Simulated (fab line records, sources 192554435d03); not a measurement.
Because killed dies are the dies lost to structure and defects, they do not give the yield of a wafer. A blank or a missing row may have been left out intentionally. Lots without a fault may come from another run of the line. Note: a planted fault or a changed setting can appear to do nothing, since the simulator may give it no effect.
Chamber matching || flow n5Finfet || pecvd-03 running N5_BEOL_M13_ILD_DEP_00: 3 sister chambers
The step deposits SiOC from DEMS/O2, target thk 837.92 nm, time 166.4 s. 20 wafers are shown with their chamber, then 10 later ones without.

## WAFERS, EACH WITH ITS CHAMBER
{"wafer": "L075.1", "chamber": 1, "showerheadVppV (V)": 1387, "throttleValvePct (%)": 12.6, "heaterPowerW (W)": 521}
{"wafer": "L075.2", "chamber": 0, "showerheadVppV (V)": 1438, "throttleValvePct (%)": 12.8, "heaterPowerW (W)": 567}
{"wafer": "L075.6", "chamber": 2, "showerheadVppV (V)": 1510, "throttleValvePct (%)": 11.1, "heaterPowerW (W)": 417}
{"wafer": "L074.3", "chamber": 1, "showerheadVppV (V)": 1415, "throttleValvePct (%)": 12.4, "heaterPowerW (W)": 608}
{"wafer": "L074.5", "chamber": 0, "showerheadVppV (V)": 1402, "throttleValvePct (%)": 12.6, "heaterPowerW (W)": 628}
{"wafer": "L074.6", "chamber": 2, "showerheadVppV (V)": 1495, "throttleValvePct (%)": 11.7, "heaterPowerW (W)": 436}
{"wafer": "L076.4", "chamber": 0, "showerheadVppV (V)": 1400, "throttleValvePct (%)": 12.9, "heaterPowerW (W)": 600}
{"wafer": "L076.5", "chamber": 1, "showerheadVppV (V)": 1398, "throttleValvePct (%)": 12.4, "heaterPowerW (W)": 503}
{"wafer": "L076.6", "chamber": 2, "showerheadVppV (V)": 1527, "throttleValvePct (%)": 11.7, "heaterPowerW (W)": 459}
{"wafer": "L077.2", "chamber": 2, "showerheadVppV (V)": 1504, "throttleValvePct (%)": 11.5, "heaterPowerW (W)": 411}
{"wafer": "L077.5", "chamber": 0, "showerheadVppV (V)": 1400, "throttleValvePct (%)": 13.0, "heaterPowerW (W)": 646}
{"wafer": "L077.6", "chamber": 1, "showerheadVppV (V)": 1377, "throttleValvePct (%)": 12.6, "heaterPowerW (W)": 622}
{"wafer": "L081.1", "chamber": 2, "showerheadVppV (V)": 1515, "throttleValvePct (%)": 11.4, "heaterPowerW (W)": 410}
{"wafer": "L081.4", "chamber": 0, "showerheadVppV (V)": 1391, "throttleValvePct (%)": 12.9, "heaterPowerW (W)": 585}
{"wafer": "L081.5", "chamber": 1, "showerheadVppV (V)": 1379, "throttleValvePct (%)": 12.4, "heaterPowerW (W)": 598}
{"wafer": "L084.2", "chamber": 0, "showerheadVppV (V)": 1394, "throttleValvePct (%)": 12.7, "heaterPowerW (W)": 557}
{"wafer": "L084.3", "chamber": 1, "showerheadVppV (V)": 1406, "throttleValvePct (%)": 12.8, "heaterPowerW (W)": 632}
{"wafer": "L084.5", "chamber": 0, "showerheadVppV (V)": 1386, "throttleValvePct (%)": 13.0, "heaterPowerW (W)": 606}
{"wafer": "L085.2", "chamber": 0, "showerheadVppV (V)": 1419, "throttleValvePct (%)": 12.6, "heaterPowerW (W)": 539}
{"wafer": "L085.3", "chamber": 1, "showerheadVppV (V)": 1388, "throttleValvePct (%)": 12.5, "heaterPowerW (W)": 589}

SIGNATURES (means of the wafers above)
{"reading": "showerheadVppV", "chamber 0": 1403.75, "chamber 1": 1392.86, "chamber 2": 1510.20, "scatter within a chamber": 14.9}
{"reading": "throttleValvePct", "chamber 0": 12.812, "chamber 1": 12.529, "chamber 2": 11.480, "scatter within a chamber": 0.183}
{"reading": "heaterPowerW", "chamber 0": 591.00, "chamber 1": 581.86, "chamber 2": 426.60, "scatter within a chamber": 39.1}
Rule: for each reading, subtract the chamber's mean from the wafer's reading, divide by that reading's scatter and square the result; add these up over the readings and take the root, which gives the wafer's distance from the chamber. If the next closest chamber is less than 2 further off than the closest, the wafer can't be placed; otherwise it belongs to the closest. The scatter: the root of (the sum of the squares of (reading less its chamber's mean) over the shown wafers, divided by (wafers less chambers)).

## WAFERS WHOSE CHAMBER IS MISSING
{"wafer": "L085.4", "showerheadVppV (V)": 1394, "throttleValvePct (%)": 12.8, "heaterPowerW (W)": 589}
{"wafer": "L092.1", "showerheadVppV (V)": 1362, "throttleValvePct (%)": 13.0, "heaterPowerW (W)": 602}
{"wafer": "L092.4", "showerheadVppV (V)": 1432, "throttleValvePct (%)": 12.6, "heaterPowerW (W)": 647}
{"wafer": "L092.6", "showerheadVppV (V)": 1510, "throttleValvePct (%)": 11.6, "heaterPowerW (W)": 469}
{"wafer": "L090.1", "showerheadVppV (V)": 1527, "throttleValvePct (%)": 11.6, "heaterPowerW (W)": 395}
{"wafer": "L090.3", "showerheadVppV (V)": 1404, "throttleValvePct (%)": 12.6, "heaterPowerW (W)": 617}
{"wafer": "L090.4", "showerheadVppV (V)": 1384, "throttleValvePct (%)": 12.5, "heaterPowerW (W)": 528}
{"wafer": "L096.1", "showerheadVppV (V)": 1398, "throttleValvePct (%)": 12.7, "heaterPowerW (W)": 628}
{"wafer": "L096.2", "showerheadVppV (V)": 1401, "throttleValvePct (%)": 12.7, "heaterPowerW (W)": 542}
{"wafer": "L096.4", "showerheadVppV (V)": 1524, "throttleValvePct (%)": 11.9, "heaterPowerW (W)": 363}

## WHICH CHAMBER EACH WENT THROUGH
{"wafer": "L085.4", "from the rows above": "can't be placed: 0 or 1", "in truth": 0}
{"wafer": "L092.1", "from the rows above": "can't be placed: 0 or 1", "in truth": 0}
{"wafer": "L092.4", "from the rows above": "can't be placed: 0 or 1", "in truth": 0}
{"wafer": "L092.6", "from the rows above": 2, "in truth": 2}
{"wafer": "L090.1", "from the rows above": 2, "in truth": 2}
{"wafer": "L090.3", "from the rows above": "can't be placed: 1 or 0", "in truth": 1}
{"wafer": "L090.4", "from the rows above": "can't be placed: 1 or 0", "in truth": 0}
{"wafer": "L096.1", "from the rows above": "can't be placed: 0 or 1", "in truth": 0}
{"wafer": "L096.2", "from the rows above": "can't be placed: 0 or 1", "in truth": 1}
{"wafer": "L096.4", "from the rows above": 2, "in truth": 2}
3 of 10 placed correctly. Not placeable from these rows: 7 (in 7, the candidates include the true chamber). Number placed wrongly: 0.
